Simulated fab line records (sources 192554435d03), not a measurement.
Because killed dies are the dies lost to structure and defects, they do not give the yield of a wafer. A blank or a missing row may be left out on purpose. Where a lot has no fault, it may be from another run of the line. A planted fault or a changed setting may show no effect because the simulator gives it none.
2 desks looking at one fault | flow n5 finfet | every desk sees just its own numbers, and what lay behind them comes last

## THE DEFECT DESK
Counts from the inspections along the route, per lot, as means over the sampled wafers that have a number. A lot is out of limits, marked OUT, if its mean lies more than 4 standard deviations from the usual mean; the brackets give that distance.
Columns: A = raw defect count at N5_BEOL_M10_INSPECT_58, usual 73; B = raw defect count at N5_BEOL_M11_INSPECT_13, usual 411
lot  | first seen here | A              | B
L928 | day 11 00:57    | 43             | 349
L935 | day 12 03:34    | 1140 (+44) OUT | 1428 (+10) OUT
L936 | day 12 06:57    | 1101 (+43) OUT | 1401 (+10) OUT
L937 | day 12 19:43    | 1092 (+42) OUT | 1449 (+10) OUT
L941 | day 13 21:21    | 71             | 539
This desk's verdict: out of limits on L935, L936, L937, starting with L935 at day 12 03:34 (raw defect count at N5_BEOL_M10_INSPECT_58). L928, L941 stayed within limits.

## TOOL OWNER'S DESK, cmp-02
The tool's own readings at N5_BEOL_M10_CMP_52 (polishes, stops on SiCOH lowk, t overpolish 7 s, target thk 140 nm): means of the sampled wafers that have a number, for each lot that ran on this tool. A lot is out of limits, marked OUT, if its mean lies more than 4 standard deviations from the usual mean; the brackets give that distance.
Columns: A = barrier field endpoint s at N5_BEOL_M10_CMP_52, usual 28.8 s; B = edge zone pressure frac at N5_BEOL_M10_CMP_52, usual 1.000; C = head pressure psi at N5_BEOL_M10_CMP_52, usual 0.9999 psi; D = motor current A at N5_BEOL_M10_CMP_52, usual 5.9 A; E = overpolish run s at N5_BEOL_M10_CMP_52, usual 7.000 s; F = retaining ring pressure frac at N5_BEOL_M10_CMP_52, usual 1.000; G = time to endpoint s at N5_BEOL_M10_CMP_52, usual 65.9 s
lot  | first seen here | A    | B     | C      | D   | E     | F     | G
L928 | day 11 00:30    | 29.0 | 1.003 | 0.9996 | 5.9 | 7.003 | 1.002 | 66.7
L935 | day 12 03:07    | 28.2 | 1.004 | 0.9988 | 6.2 | 6.997 | 1.006 | 65.3
L936 | day 12 06:29    | 28.2 | 1.002 | 1.0016 | 6.1 | 7.006 | 1.000 | 62.0
L937 | day 12 19:15    | 29.1 | 0.996 | 1.0014 | 5.8 | 6.992 | 0.999 | 70.1
Finding of this desk: none of the 4 lots has anything out of limits.

## ALL TOGETHER
The defect desk could have raised an alarm at day 12 03:34, on L935, L936, L937.
The tool owner's desk saw nothing out of limits.
Tool owner's desk: L935, L936, L937 on record, inside its limits.
The lots listed all ran N5_BEOL_M10_CMP_52 on cmp-02.

## WHAT WAS PUT IN BY THE SIMULATOR
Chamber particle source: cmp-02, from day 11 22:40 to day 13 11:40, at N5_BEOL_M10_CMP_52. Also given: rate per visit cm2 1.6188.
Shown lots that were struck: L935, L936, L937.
Hours from the fault's start to each desk's first reading out of limits: the defect desk, 5.
